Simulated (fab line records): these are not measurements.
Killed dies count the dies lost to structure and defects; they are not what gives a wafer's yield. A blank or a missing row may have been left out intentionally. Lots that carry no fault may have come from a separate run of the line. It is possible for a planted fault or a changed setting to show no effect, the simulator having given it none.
The tool behind it: which one? :: flow nand harc :: Sampling: 11 lots, 33 wafers, 4 of 1302 route steps

== WHAT THE GAUGES SHOWED, per wafer ==
Not one reading of a measure or inspect step in the record can be checked against a usual standard deviation.

== EACH LOT AND THE TOOL THAT RAN IT (in order: tool; ch and the chambers of the sampled wafers; start) ==
lot: L256
NHARC_A_STAIRCASE_DESCUM_312: rie diel-09 ch 1,2,3, day 17 04:07
NHARC_A_STAIRCASE_STRIP_316: rie diel-09 ch 1,2, day 17 08:09 or earlier
NHARC_A_STAIRCASE_STRIP_476: rie diel-06 ch 0,3, day 17 08:09
NHARC_A_STAIRCASE_DEP_325: pecvd-03 ch 0,1, day 18 11:08

lot: L255
NHARC_A_STAIRCASE_DESCUM_312: rie diel-09 ch 0,2, day 17 11:13
NHARC_A_STAIRCASE_STRIP_316: rie diel-09 ch 0,2,3, day 17 16:04 or earlier
NHARC_A_STAIRCASE_STRIP_476: rie diel-09 ch 1,2,3, day 17 16:04
NHARC_A_STAIRCASE_DEP_325: pecvd-02 ch 1,2, day 19 00:17

lot: L257
NHARC_A_STAIRCASE_DESCUM_312: rie diel-06 ch 1,2, day 17 19:31
NHARC_A_STAIRCASE_STRIP_316: rie diel-06 ch 1,2, day 17 23:38 or earlier
NHARC_A_STAIRCASE_STRIP_476: rie diel-06 ch 0,3, day 17 23:38
NHARC_A_STAIRCASE_DEP_325: pecvd-01 ch 0,1, day 19 07:49

lot: L262
NHARC_A_STAIRCASE_DESCUM_312: rie diel-09 ch 0,1,2, day 20 00:02
NHARC_A_STAIRCASE_STRIP_316: rie diel-09 ch 1,2,3, day 20 04:06 or earlier
NHARC_A_STAIRCASE_STRIP_476: rie diel-06 ch 0,1,3, day 20 04:06
NHARC_A_STAIRCASE_DEP_325: pecvd-02 ch 0,1, day 21 04:59

lot: L263
NHARC_A_STAIRCASE_DESCUM_312: rie diel-09 ch 0,1,3, day 20 16:02
NHARC_A_STAIRCASE_STRIP_316: rie diel-09 ch 0,3, day 20 20:05 or earlier
NHARC_A_STAIRCASE_STRIP_476: rie diel-09 ch 0,1,3, day 20 20:05
NHARC_A_STAIRCASE_DEP_325: pecvd-01 ch 0,1, day 21 22:27

lot: L269
NHARC_A_STAIRCASE_DESCUM_312: rie diel-09 ch 0,2, day 22 20:17
NHARC_A_STAIRCASE_STRIP_316: rie diel-09 ch 0,1,3, day 23 02:04 or earlier
NHARC_A_STAIRCASE_STRIP_476: rie diel-13 ch 0,1, day 23 02:04
NHARC_A_STAIRCASE_DEP_325: pecvd-02 ch 0,1,2, day 24 05:13

lot: L268
NHARC_A_STAIRCASE_DESCUM_312: rie diel-13 ch 0,1,3, day 23 10:09
NHARC_A_STAIRCASE_STRIP_316: rie diel-13 ch 0,1, day 23 14:26 or earlier
NHARC_A_STAIRCASE_STRIP_476: rie diel-13 ch 1,2,3, day 23 14:26
NHARC_A_STAIRCASE_DEP_325: pecvd-01 ch 1,2, day 24 18:26

lot: L275
NHARC_A_STAIRCASE_DESCUM_312: rie diel-06 ch 0,1,3, day 25 08:32
NHARC_A_STAIRCASE_STRIP_316: rie diel-06 ch 2,3, day 25 12:33 or earlier
NHARC_A_STAIRCASE_STRIP_476: rie diel-09 ch 0,2, day 25 12:33
NHARC_A_STAIRCASE_DEP_325: pecvd-01 ch 0,1,2, day 26 19:37

lot: L276
NHARC_A_STAIRCASE_DESCUM_312: rie diel-06 ch 0,2, day 25 17:14
NHARC_A_STAIRCASE_STRIP_316: rie diel-06 ch 1,2,3, day 25 21:58 or earlier
NHARC_A_STAIRCASE_STRIP_476: rie diel-09 ch 0,2, day 25 21:58
NHARC_A_STAIRCASE_DEP_325: pecvd-01 ch 0,1,2, day 27 02:37

lot: L278
NHARC_A_STAIRCASE_DESCUM_312: rie diel-13 ch 0,1,2, day 26 05:11
NHARC_A_STAIRCASE_STRIP_316: rie diel-13 ch 1,2,3, day 26 10:41 or earlier
NHARC_A_STAIRCASE_STRIP_476: rie diel-06 ch 0,2,3, day 26 10:41
NHARC_A_STAIRCASE_DEP_325: pecvd-03 ch 0,1,2, day 27 14:20

lot: L277
NHARC_A_STAIRCASE_DESCUM_312: rie diel-06 ch 1,2, day 26 07:00
NHARC_A_STAIRCASE_STRIP_316: rie diel-06 ch 2,3, day 26 11:03 or earlier
NHARC_A_STAIRCASE_STRIP_476: rie diel-13 ch 0,2,3, day 26 11:03
NHARC_A_STAIRCASE_DEP_325: pecvd-01 ch 1,2, day 27 14:32
- NHARC_A_STAIRCASE_DESCUM_312: chemistry O2, time 3 s.
- NHARC_A_STAIRCASE_STRIP_316: strips in O2.
- NHARC_A_STAIRCASE_STRIP_476: strips in O2, time 20 s.
- NHARC_A_STAIRCASE_DEP_325: deposits SiO2, target thk 7200 nm.

== AS READ BY THE TOOLS THEMSELVES (means over the sampled wafers that have a number; for cases with no such wafer, the mark the record gives instead) ==
NHARC_A_STAIRCASE_DESCUM_312.
lot: L256
tool: rie diel-09
drypump motor current A (A): 5.5
oes product au (a.u.): 1.000
rf vpp V (V): 57.3
showerhead plenum p Torr (Torr): 1.85
throttle valve pct (%): 11.311

lot: L255
tool: rie diel-09
drypump motor current A (A): 5.3
oes product au (a.u.): 1.008
rf vpp V (V): 58.2
showerhead plenum p Torr (Torr): 1.86
throttle valve pct (%): 11.314

lot: L257
tool: rie diel-06
drypump motor current A (A): 5.5
oes product au (a.u.): 1.017
rf vpp V (V): 58.5
showerhead plenum p Torr (Torr): 2.00
throttle valve pct (%): 11.309

lot: L262
tool: rie diel-09
drypump motor current A (A): 5.6
oes product au (a.u.): 1.009
rf vpp V (V): 57.8
showerhead plenum p Torr (Torr): 1.90
throttle valve pct (%): 11.314

lot: L263
tool: rie diel-09
drypump motor current A (A): 5.7
oes product au (a.u.): 1.000
rf vpp V (V): 57.0
showerhead plenum p Torr (Torr): 1.94
throttle valve pct (%): 11.311

lot: L269
tool: rie diel-09
drypump motor current A (A): 5.5
oes product au (a.u.): 0.976
rf vpp V (V): 57.8
showerhead plenum p Torr (Torr): 2.05
throttle valve pct (%): 11.313

lot: L268
tool: rie diel-13
drypump motor current A (A): 6.1
oes product au (a.u.): 1.008
rf vpp V (V): 58.2
showerhead plenum p Torr (Torr): 2.00
throttle valve pct (%): 11.310

lot: L275
tool: rie diel-06
drypump motor current A (A): 5.4
oes product au (a.u.): 0.991
rf vpp V (V): 57.3
showerhead plenum p Torr (Torr): 1.89
throttle valve pct (%): 11.310

lot: L276
tool: rie diel-06
drypump motor current A (A): 5.7
oes product au (a.u.): 1.011
rf vpp V (V): 57.3
showerhead plenum p Torr (Torr): 1.83
throttle valve pct (%): 11.316

lot: L278
tool: rie diel-13
drypump motor current A (A): 5.9
oes product au (a.u.): 1.004
rf vpp V (V): 58.2
showerhead plenum p Torr (Torr): 1.96
throttle valve pct (%): 11.310

lot: L277
tool: rie diel-06
drypump motor current A (A): 5.5
oes product au (a.u.): 1.002
rf vpp V (V): 57.2
showerhead plenum p Torr (Torr): 1.90
throttle valve pct (%): 11.310

NHARC_A_STAIRCASE_STRIP_316.
lot: L256
tool: rie diel-09
drypump motor current A (A): 5.4
oes product au (a.u.): 1.010
rf vpp V (V): 56.6
showerhead plenum p Torr (Torr): 3.35
throttle valve pct (%): 17.032

lot: L255
tool: rie diel-09
drypump motor current A (A): 5.3
oes product au (a.u.): 1.006
rf vpp V (V): 58.4
showerhead plenum p Torr (Torr): 3.50
throttle valve pct (%): 17.044

lot: L257
tool: rie diel-06
drypump motor current A (A): 5.5
oes product au (a.u.): 1.009
rf vpp V (V): 58.2
showerhead plenum p Torr (Torr): 3.67
throttle valve pct (%): 17.035

lot: L262
tool: rie diel-09
drypump motor current A (A): 5.5
oes product au (a.u.): 0.997
rf vpp V (V): 57.7
showerhead plenum p Torr (Torr): 3.41
throttle valve pct (%): 17.043

lot: L263
tool: rie diel-09
drypump motor current A (A): 5.4
oes product au (a.u.): 0.997
rf vpp V (V): 57.4
showerhead plenum p Torr (Torr): 3.56
throttle valve pct (%): 17.048

lot: L269
tool: rie diel-09
drypump motor current A (A): 5.7
oes product au (a.u.): 0.985
rf vpp V (V): 57.9
showerhead plenum p Torr (Torr): 3.56
throttle valve pct (%): 17.039

lot: L268
tool: rie diel-13
drypump motor current A (A): 6.1
oes product au (a.u.): 1.017
rf vpp V (V): 58.1
showerhead plenum p Torr (Torr): 3.62
throttle valve pct (%): 17.027

lot: L275
tool: rie diel-06
drypump motor current A (A): 5.3
oes product au (a.u.): 1.001
rf vpp V (V): 57.2
showerhead plenum p Torr (Torr): 3.36
throttle valve pct (%): 17.049

lot: L276
tool: rie diel-06
drypump motor current A (A): 5.3
oes product au (a.u.): 0.999
rf vpp V (V): 57.7
showerhead plenum p Torr (Torr): 3.48
throttle valve pct (%): 17.034

lot: L278
tool: rie diel-13
drypump motor current A (A): 5.9
oes product au (a.u.): 0.994
rf vpp V (V): 58.1
showerhead plenum p Torr (Torr): 3.66
throttle valve pct (%): 17.043

lot: L277
tool: rie diel-06
drypump motor current A (A): 5.3
oes product au (a.u.): 0.990
rf vpp V (V): 57.0
showerhead plenum p Torr (Torr): 3.36
throttle valve pct (%): 17.045

NHARC_A_STAIRCASE_STRIP_476.
lot: L256
tool: rie diel-06
drypump motor current A (A): 5.2
oes product au (a.u.): 0.998
rf vpp V (V): 57.4
showerhead plenum p Torr (Torr): 3.36
throttle valve pct (%): 17.032

lot: L255
tool: rie diel-09
drypump motor current A (A): 5.5
oes product au (a.u.): 1.000
rf vpp V (V): 57.8
showerhead plenum p Torr (Torr): 3.42
throttle valve pct (%): 17.039

lot: L257
tool: rie diel-06
drypump motor current A (A): 5.2
oes product au (a.u.): 0.986
rf vpp V (V): 57.1
showerhead plenum p Torr (Torr): 3.36
throttle valve pct (%): 17.043

lot: L262
tool: rie diel-06
drypump motor current A (A): 5.4
oes product au (a.u.): 0.990
rf vpp V (V): 57.2
showerhead plenum p Torr (Torr): 3.50
throttle valve pct (%): 17.034

lot: L263
tool: rie diel-09
drypump motor current A (A): 5.7
oes product au (a.u.): 0.995
rf vpp V (V): 57.8
showerhead plenum p Torr (Torr): 3.57
throttle valve pct (%): 17.036

lot: L269
tool: rie diel-13
drypump motor current A (A): 6.2
oes product au (a.u.): 1.016
rf vpp V (V): 58.2
showerhead plenum p Torr (Torr): 3.63
throttle valve pct (%): 17.043

lot: L268
tool: rie diel-13
drypump motor current A (A): 5.9
oes product au (a.u.): 0.995
rf vpp V (V): 58.3
showerhead plenum p Torr (Torr): 3.67
throttle valve pct (%): 17.038

lot: L275
tool: rie diel-09
drypump motor current A (A): 5.5
oes product au (a.u.): 0.993
rf vpp V (V): 58.6
showerhead plenum p Torr (Torr): 3.75
throttle valve pct (%): 17.040

lot: L276
tool: rie diel-09
drypump motor current A (A): 5.3
oes product au (a.u.): 0.999
rf vpp V (V): 58.8
showerhead plenum p Torr (Torr): 3.77
throttle valve pct (%): 17.041

lot: L278
tool: rie diel-06
drypump motor current A (A): 5.4
oes product au (a.u.): 0.996
rf vpp V (V): 57.1
showerhead plenum p Torr (Torr): 3.36
throttle valve pct (%): 17.036

lot: L277
tool: rie diel-13
drypump motor current A (A): 5.8
oes product au (a.u.): 1.008
rf vpp V (V): 58.3
showerhead plenum p Torr (Torr): 3.66
throttle valve pct (%): 17.035

NHARC_A_STAIRCASE_DEP_325.
lot: L256
tool: pecvd-03
heater power w (W): 662
mfc precursor sccm (sccm): 200.0
rf fwd power W (W): 499.9

lot: L255
tool: pecvd-02
heater power w (W): 531
mfc precursor sccm (sccm): 200.4
rf fwd power W (W): 499.5

lot: L257
tool: pecvd-01
heater power w (W): 620
mfc precursor sccm (sccm): 200.0
rf fwd power W (W): 500.4

lot: L262
tool: pecvd-02
heater power w (W): 661
mfc precursor sccm (sccm): 200.2
rf fwd power W (W): 499.1

lot: L263
tool: pecvd-01
heater power w (W): 654
mfc precursor sccm (sccm): 200.1
rf fwd power W (W): 499.4

lot: L269
tool: pecvd-02
heater power w (W): 571
mfc precursor sccm (sccm): 199.4
rf fwd power W (W): 564.0

lot: L268
tool: pecvd-01
heater power w (W): 688
mfc precursor sccm (sccm): 200.3
rf fwd power W (W): 499.7

lot: L275
tool: pecvd-01
heater power w (W): 639
mfc precursor sccm (sccm): 200.6
rf fwd power W (W): 499.3

lot: L276
tool: pecvd-01
heater power w (W): 656
mfc precursor sccm (sccm): 199.5
rf fwd power W (W): 498.8

lot: L278
tool: pecvd-03
heater power w (W): 710
mfc precursor sccm (sccm): 199.9
rf fwd power W (W): 500.2

lot: L277
tool: pecvd-01
heater power w (W): 630
mfc precursor sccm (sccm): 200.9
rf fwd power W (W): 498.8

== THE ANSWER, worked out from the rows above alone ==
Rule: the usual values come from the lots themselves. The widest of any qualifying gaps counts: lots, ordered by their means at a reading, are off when they make up no more than a third of the lots, leave a main group of 4 or more, and stand apart from it by 3 or more times the standard deviation of that group's means. If all means in a main group match to the digits the tables above print for the reading, that group is not used. A lot without any number at a reading at which 4 lots or more have one is off too. Any other lot the step has rows for is counted as sound. After the gauges, taken in route order, come the tools' own readings; for these a lot's mean is taken, as printed above. At the first step where some lot is off, the reading lying furthest off is the one used; lots without a number count as furthest.
Off at NHARC_A_STAIRCASE_DEP_325 (rf fwd power W): L269. Main group: mean 499.5 W, sd 0.52.
If a tool, at that step or one of the process steps before it, ran each lot that is off and ran no sound lot following the first of them, it fits. With no start given for some of its lots, NHARC_A_STAIRCASE_STRIP_316 uses the hours and lot order of NHARC_A_STAIRCASE_STRIP_476. 2 tools fit, rie diel-09 at NHARC_A_STAIRCASE_DESCUM_312 and NHARC_A_STAIRCASE_STRIP_316 and pecvd-02 at NHARC_A_STAIRCASE_DEP_325, so this cannot tell which one it is.

== WHAT THE SIMULATOR HAD INSERTED ==
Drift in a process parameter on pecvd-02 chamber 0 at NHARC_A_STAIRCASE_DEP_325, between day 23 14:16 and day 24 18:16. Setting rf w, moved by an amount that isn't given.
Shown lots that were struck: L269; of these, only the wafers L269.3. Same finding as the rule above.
